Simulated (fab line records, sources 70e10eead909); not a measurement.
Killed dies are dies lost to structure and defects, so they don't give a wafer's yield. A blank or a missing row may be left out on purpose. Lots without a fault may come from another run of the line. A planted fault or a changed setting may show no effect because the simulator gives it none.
fab line records | flow nand_harc
record lots=11 wafers=33 last_day=25
route steps=1159 shown P_GATE@190 P_CONTACT@218 END@1159
lots that met no fault: from a run of the same line without faults
start_h: hours from the record's first day to the start of the lot's first wafer shown | wait_h: hours since the lot's step before | " the same as in the row above | L1.1+2: a row that stands for several wafers | - no value, or no start given | * or withheld: withheld | < > ~ a bound
route shown NAME@n: a module of which the file shows steps, and the number in the route of the first | usual: mean/standard deviation of fault-free wafers | same: alike in all rows | chamber/n: place in a boat | sites: the reading at each site | _std_site: their standard deviation | _edge_site: outer sites' mean less inner sites' | radius_mm: how far each site lies from the wafer's centre | mask NAME#n: copy n | behind: the tool/chamber that last shaped the wafer | hold: why the lot was held/for how many hours/how that ended | device: the transistor (n, p or np) that didn't switch | end of line: the same wafers' tests at the end of the route | a step without rows: its recipe alone | killed: dies lost to structure and defects at the first sort, not the wafer's yield | map: a wafer's dies, x killed, . not, _ none there
set.NAME: the setting as run; set.NAME@STEP: as run at that earlier step | model.NAME: the simulator's own value behind a step, which no gauge read
steps of the route over a sample of lots; a table a step, a row a wafer
services: from which hour (start_h, from the record's first day; less than 0 if before it) a tool's chamber was out of use, for how many hours, and why
## steps
# step NHARC_P_GATE_STRIP_76
# recipe power_w=1500 temp_c=250 chemistry=O2
# usual drypump_motor_current_A=5.42/0.1 heater_power_w=327/15
# columns lot.wafer tool chamber start_h wait_h drypump_motor_current_A heater_power_w rf_hours_counter_h
L376.1 plasma_asher-02 0 106.72 0.2 5.28 327 36
L376.3 " 1 " " 5.40 306 -
L376.5 " 1 " " 5.38 305 -
L377.2 plasma_asher-01 1 122.86 0.2 5.42 340 5
L377.4 " 0 " " 5.59 340 -
L377.6 " 0 " " 5.57 343 -
L382.1 plasma_asher-01 1 145.51 0.2 5.44 338 10
L382.3 " 1 " " 5.43 345 -
L382.5 " 1 " " 5.44 338 -
L381.1 plasma_asher-02 0 145.78 0.2 5.28 331 46
L381.6 " 1 " " 5.45 304 -
L381.5 " 0 " " 5.29 323 -
L380.2 plasma_asher-02 1 148.00 0.2 5.41 307 47
L380.1 " 0 " " 5.29 322 47
L380.6 " 1 " " 5.42 307 -
L383.2 plasma_asher-01 0 153.27 0.2 5.58 340 15
L383.4 " 1 " " 5.40 341 -
L383.5 " 1 " " 5.42 339 -
L393.1 plasma_asher-01 1 214.04 0.2 5.41 336 39
L393.3 " 1 " " 5.44 330 -
L393.5 " 0 " " 5.59 340 -
L394.1 plasma_asher-02 1 214.19 0.2 5.41 310 8
L394.4 " 0 " " 5.30 305 -
L394.3 " 1 " " 5.42 306 -
L395.1 plasma_asher-02 1 228.27 0.2 5.41 297 13
L395.2 " 0 " " 5.31 305 13
L395.5 " 0 " " 5.29 304 -
L397.2 plasma_asher-02 1 239.35 0.2 5.36 301 14
L397.1 " 0 " " 5.28 312 14
L397.3 " 1 " " 5.42 301 -
L398.2 plasma_asher-01 1 247.59 0.2 5.42 332 49
L398.4 " 1 " " 5.44 333 -
L398.6 " 0 " " 5.55 351 -
# step NHARC_P_CONTACT_DEP_00
# recipe target_thk_a=5000 temp_c=400 pressure_torr=6.5 rf_w=900 teos_flow_sccm=161.4 flow_sccm=2650 target_thk_nm=500 gas=O2 material=SiO2
# usual heater_power_w=566/110 throttle_valve_pct=15.8/0.45
# columns lot.wafer tool chamber start_h wait_h heater_power_w throttle_valve_pct
L376.1 pecvd-01 2 - - 676 15.8
L376.3 " 0 " " 404 16.1
L376.5 " 1 " " 707 16.1
L377.2 pecvd-02 1 - - 603 17.0
L377.4 " 1 " " 639 17.0
L377.6 " 2 " " 466 15.1
L382.3 pecvd-02 1 - - 662 17.0
L382.1 " 0 " " 498 15.7
L382.5 " 1 " " 676 17.0
L381.1 pecvd-04 0 - - 449 15.6
L381.5 " 0 " " 337 15.5
L381.6 " 1 " " 576 15.4
L380.2 pecvd-01 2 - - 516 15.5
L380.1 " 0 " " 411 16.0
L380.6 " 2 " " 589 15.8
L383.2 pecvd-01 2 - - 664 15.6
L383.4 " 1 " " 737 16.0
L383.5 " 0 " " 368 16.1
L393.1 pecvd-01 2 - - 593 15.7
L393.3 " 1 " " 700 16.2
L393.5 " 1 " " 729 16.1
L394.1 pecvd-02 2 - - 422 15.5
L394.3 " 0 " " 638 16.0
L394.4 " 0 " " 492 15.8
L395.2 pecvd-01 0 - - 497 15.9
L395.1 " 1 " " 721 16.3
L395.5 " 0 " " 507 16.1
L397.3 pecvd-02 0 - - 590 15.5
L397.2 " 1 " " 699 16.8
L397.1 " 2 " " 346 15.5
L398.2 pecvd-02 0 - - 661 15.8
L398.4 " 0 " " 489 15.7
L398.6 " 1 " " 761 17.0
# step NHARC_P_CONTACT_EXPOSE_09
# recipe na=1.35 target_cd_nm=90 dose_mj=81.26 mask_id=P_CA
# usual stage_vel_mm_s=500.02/0.28
# columns lot.wafer tool chamber start_h wait_h mask stage_vel_mm_s
L376.1 arfi_scanner-02 0 112.68 - P_CA#0 500.16
L376.3 " 0 " " P_CA#0 500.19
L376.5 " 0 " " P_CA#0 499.93
L377.2 arfi_scanner-01 0 128.35 - P_CA#0 500.24
L377.4 " 0 " " P_CA#0 500.23
L377.6 " 0 " " P_CA#0 499.68
L382.1 arfi_scanner-01 0 151.16 - P_CA#0 499.95
L382.3 " 0 " " P_CA#0 499.58
L382.5 " 0 " " P_CA#0 500.14
L381.1 arfi_scanner-03 0 151.31 - P_CA#0 500.19
L381.5 " 0 " " P_CA#0 500.20
L381.6 " 0 " " P_CA#0 500.02
L380.1 arfi_scanner-02 0 153.64 - P_CA#0 500.00
L380.2 " 0 " " P_CA#0 499.73
L380.6 " 0 " " P_CA#0 499.89
L383.2 arfi_scanner-01 0 158.87 - P_CA_R1#0 499.98
L383.4 " 0 " " P_CA_R1#0 499.98
L383.5 " 0 " " P_CA_R1#0 499.82
L393.1 arfi_scanner-03 0 219.66 - P_CA#0 500.14
L393.3 " 0 " " P_CA#0 500.25
L393.5 " 0 " " P_CA#0 499.98
L394.1 arfi_scanner-02 0 220.20 - P_CA#0 500.39
L394.3 " 0 " " P_CA#0 500.23
L394.4 " 0 " " P_CA#0 500.18
L395.1 arfi_scanner-02 0 233.75 - P_CA#0 499.65
L395.2 " 0 " " P_CA#0 499.85
L395.5 " 0 " " P_CA#0 500.08
L397.1 arfi_scanner-01 0 244.76 - P_CA#0 500.34
L397.2 " 0 " " P_CA#0 500.10
L397.3 " 0 " " P_CA#0 499.95
L398.2 arfi_scanner-02 0 253.09 - P_CA#0 500.71
L398.4 " 0 " " P_CA#0 500.65
L398.6 " 0 " " P_CA#0 500.68
# step NHARC_P_CONTACT_CD_MEAS_12
# recipe target_cd_nm=90 landing_energy_ev=500
# usual cd_nm=89.9/0.6
# columns lot.wafer tool chamber start_h wait_h cd_nm
L376.1 cd_sem-01 0 112.82 - 89.7
L376.3 " 0 " " 89.6
L376.5 " 0 " " 90.2
L377.2 cd_sem-03 0 128.49 - 89.1
L377.4 " 0 " " 90.0
L377.6 " 0 " " 89.8
L382.1 cd_sem-01 0 151.29 - 90.1
L382.3 " 0 " " 89.7
L382.5 " 0 " " 89.5
L381.1 cd_sem-03 0 151.45 - 90.6
L381.5 " 0 " " 90.8
L381.6 " 0 " " 90.0
L380.1 cd_sem-03 0 153.78 - 88.9
L380.2 " 0 " " 89.2
L380.6 " 0 " " 90.2
L383.2 cd_sem-03 0 159.01 - 81.9
L383.4 " 0 " " 82.1
L383.5 " 0 " " 81.8
L393.1 cd_sem-01 0 219.80 - 91.0
L393.3 " 0 " " 90.6
L393.5 " 0 " " 91.1
L394.1 cd_sem-03 0 220.34 - 90.4
L394.3 " 0 " " 90.7
L394.4 " 0 " " 90.4
L395.1 cd_sem-02 0 233.90 - 89.6
L395.2 " 0 " " 89.5
L395.5 " 0 " " 89.9
L397.1 cd_sem-01 0 244.90 - 90.2
L397.2 " 0 " " 89.9
L397.3 " 0 " " 90.5
L398.2 cd_sem-01 0 253.23 - 91.2
L398.4 " 0 " " 90.5
L398.6 " 0 " " 90.2
# step NHARC_P_CONTACT_ETCH_31
# recipe target_depth_a=300 time_s=85.7 ion_energy_ev=120 over_etch_frac=1 ch3f_flow_sccm=50 o2_flow_sccm=30 ar_flow_sccm=200 rf_w=500 bias_w=100 chemistry=CH3F/O2
# usual drypump_motor_current_A=5.6/0.46 oes_product_au=0.979/0.014 rf_vpp_V=244.4/1.7 showerhead_plenum_p_Torr=2.47/0.12 throttle_valve_pct=20.664/0.0095
# columns lot.wafer tool chamber start_h wait_h drypump_motor_current_A oes_product_au rf_hours_counter_h rf_vpp_V showerhead_plenum_p_Torr throttle_valve_pct
L376.3 rie_diel-03 3 - - 5.9 0.982 8 246.2 2.64 20.669
L376.1 " 0 " " 6.0 1.010 11 243.3 2.41 20.662
L376.5 " 2 " " 5.3 0.970 - 244.6 2.52 20.673
L377.2 rie_diel-09 0 - - 6.4 0.977 4 242.5 2.33 20.666
L377.4 " 1 " " 4.9 0.968 4 244.4 2.57 20.662
L377.6 " 3 " " 6.0 0.971 - 243.6 2.38 20.669
L382.3 rie_diel-09 0 - - 6.4 0.971 8 243.0 2.33 20.650
L382.1 " 2 " " 5.4 0.972 7 240.8 2.33 20.667
L382.5 " 1 " " 4.9 0.955 - 246.5 2.57 20.669
L381.1 rie_diel-03 0 - - 6.0 1.009 15 242.4 2.40 20.664
L381.5 " 3 " " 5.9 0.987 - 246.5 2.64 20.659
L381.6 " 0 " " 6.0 1.009 - 243.3 2.40 20.644
L380.2 rie_diel-03 1 - - 5.4 0.987 14 246.1 2.61 20.663
L380.1 " 2 " " 5.3 0.994 13 245.5 2.52 20.663
L380.6 " 0 " " 6.0 1.000 - 244.6 2.40 20.661
L383.2 rie_diel-03 2 - - 5.3 0.974 14 243.7 2.52 20.673
L383.4 " 3 " " 5.9 0.983 13 246.8 2.64 20.661
L383.5 " 3 " " 5.9 0.966 - 246.8 2.64 20.659
L393.1 rie_diel-09 2 - - 5.5 0.981 14 243.5 2.32 20.672
L393.3 " 0 " " 6.4 0.999 14 243.0 2.33 20.663
L393.5 " 1 " " 4.9 0.979 - 247.0 2.57 20.663
L394.4 rie_diel-09 0 - - 6.3 0.973 15 242.3 2.33 20.652
L394.1 " 1 " " 4.9 0.966 16 246.2 2.57 20.661
L394.3 " 2 " " 5.5 0.967 15 242.6 2.32 20.658
L395.1 rie_diel-09 2 - - 5.5 0.945 16 243.4 2.32 20.665
L395.2 " 3 " " 5.9 0.968 14 242.5 2.38 20.674
L395.5 " 1 " " 4.9 0.951 - 245.9 2.57 20.685
L397.1 rie_diel-09 1 - - 4.9 0.980 18 246.8 2.57 20.664
L397.3 " 2 " " 5.4 0.968 17 240.8 2.32 20.681
L397.2 " 0 " " 6.3 0.980 18 242.0 2.33 20.648
L398.4 rie_diel-03 3 - - 5.9 0.966 3 246.9 2.63 20.659
L398.2 " 1 " " 5.4 0.966 3 246.7 2.61 20.670
L398.6 " 2 " " 5.3 0.964 - 244.3 2.51 20.664
# step NHARC_P_CONTACT_CD_MEAS_19
# usual cd_nm=89.3/1.4
# columns lot.wafer tool chamber start_h wait_h cd_nm
L376.1 cd_sem-02 - 114.01 - 88.7
L376.3 " - " " 88.6
L376.5 " - " " 88.3
L377.2 cd_sem-03 - 129.55 - 89.4
L377.4 " - " " 91.5
L377.6 " - " " 87.5
L382.1 cd_sem-03 - 152.51 - 90.8
L382.3 " - " " 88.5
L382.5 " - " " 88.2
L381.1 cd_sem-01 - 152.98 - 90.6
L381.5 " - " " 89.8
L381.6 " - " " 90.3
L380.1 cd_sem-03 - 154.99 - 87.2
L380.2 " - " " 89.1
L380.6 " - " " 88.4
L383.2 cd_sem-03 - 160.07 - 78.4
L383.4 " - " " 81.3
L383.5 " - " " 80.5
L393.1 cd_sem-01 - 221.45 - 88.7
L393.3 " - " " 91.8
L393.5 " - " " 89.9
L394.1 cd_sem-01 - 222.41 - 89.2
L394.3 " - " " 89.6
L394.4 " - " " 88.2
L395.1 cd_sem-02 - 234.96 - 90.7
L395.2 " - " " 88.8
L395.5 " - " " 86.1
L397.1 cd_sem-01 - 245.96 - 90.6
L397.2 " - " " 89.3
L397.3 " - " " 91.4
L398.2 cd_sem-01 - 254.28 - 91.4
L398.4 " - " " 89.6
L398.6 " - " " 89.3
# step NHARC_END_SORT_01
# recipe temp_c=25
# usual killed_at_array=26/10 killed_at_other=0.8/1.1 killed_at_periphery=3.3/2.6 killed_dies=30/11 killed_open=3.4/1.8 killed_short=2.0/1.3
# same gross_dies=677
# columns lot.wafer tool chamber start_h wait_h killed_at_array killed_at_other killed_at_periphery killed_dies killed_open killed_short
L383.4 prober-02 0 491.94 3.4 19 0 6 25 3 2
L383.5 prober-02 0 492.75 3.7 22 0 6 28 4 2
# killed by level:class
L383.4 A_STAIRCASE:chamber_film_flake=5 P_ZERO_WELL:chamber_film_flake=3 A_CHANNEL_HOLE_D1:chamber_film_flake=3 A_CONTACT:geometric_particle:open=2 A_SLIT:chamber_film_flake=2 A_CONTACT:chamber_film_flake=2 P_CONTACT:area_expose=2 P_CONTACT:geometric_particle:short=1
L383.5 A_STAIRCASE:chamber_film_flake=6 A_CHANNEL_HOLE_D1:chamber_film_flake=3 A_CONTACT:chamber_film_flake=3 P_CONTACT:area_expose=3 A_WL_FILL:geometric_particle:open=2 P_ZERO_WELL:chamber_film_flake=2 A_ZERO_WELL:chamber_film_flake=2 P_CONTACT:geometric_particle:open=1
## services
# columns tool chamber start_h hours kind
arfi_scanner-02 - 84.00 4.0 pm
plasma_asher-01 - 87.28 3.8 repair
pecvd-02 - 91.90 0.8 repair
plasma_asher-01 - 99.11 9.0 pm
plasma_asher-02 - 119.35 3.1 repair
rie_diel-09 2 132.54 5.3 repair
arfi_scanner-01 - 136.02 6.7 repair
rie_diel-09 3 138.03 15.4 repair
arfi_scanner-03 - 140.00 4.0 pm
rie_diel-03 - 144.21 0.9 repair
rie_diel-03 2 150.93 3.6 repair
pecvd-02 - 153.20 13.0 pm
plasma_asher-02 - 160.90 0.7 repair
arfi_scanner-01 - 167.02 3.2 repair
rie_diel-09 3 179.25 3.7 repair
plasma_asher-02 - 183.37 9.0 pm
pecvd-02 0 186.82 3.2 repair
arfi_scanner-01 - 196.00 4.0 pm
rie_diel-09 3 203.13 6.7 repair
rie_diel-09 0 214.62 4.3 repair
rie_diel-03 - 215.30 9.0 pm
pecvd-01 - 237.88 13.0 pm
arfi_scanner-02 - 239.44 0.3 repair
rie_diel-09 - 254.10 9.0 pm
## key
first_sign step=NHARC_P_CONTACT_EXPOSE_09 reading=mask direction=changed
effect step=NHARC_P_CONTACT_CD_MEAS_12 reading=cd_nm direction=down sigmas=13 usual=89.9 struck=81.9
effect step=NHARC_P_CONTACT_CD_MEAS_19 reading=cd_nm direction=down sigmas=6.7 usual=89.3 struck=80.1
met_at NHARC_P_CONTACT_EXPOSE_09
struck_lots L383
tester_left_out L383
not_acting_at NHARC_P_GATE_STRIP_76,NHARC_P_CONTACT_DEP_00,NHARC_P_CONTACT_ETCH_31
onset_between 151.16 158.87
fault kind=wrong_mask tool=any chamber=- onset_h=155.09 steps=NHARC_P_CONTACT_EXPOSE_09 aux_copy=P_CA_R1#0 cd_offset_nm=-7.8167 scope=struck_lots_only
# tester_left_out: of these lots the tester's yield and bins aren't shown, on N5 and GAA mostly nor the transistor test; their killed dies are dies lost to structure and defects alone, not to doping, threshold or leakage, so they don't give the yield
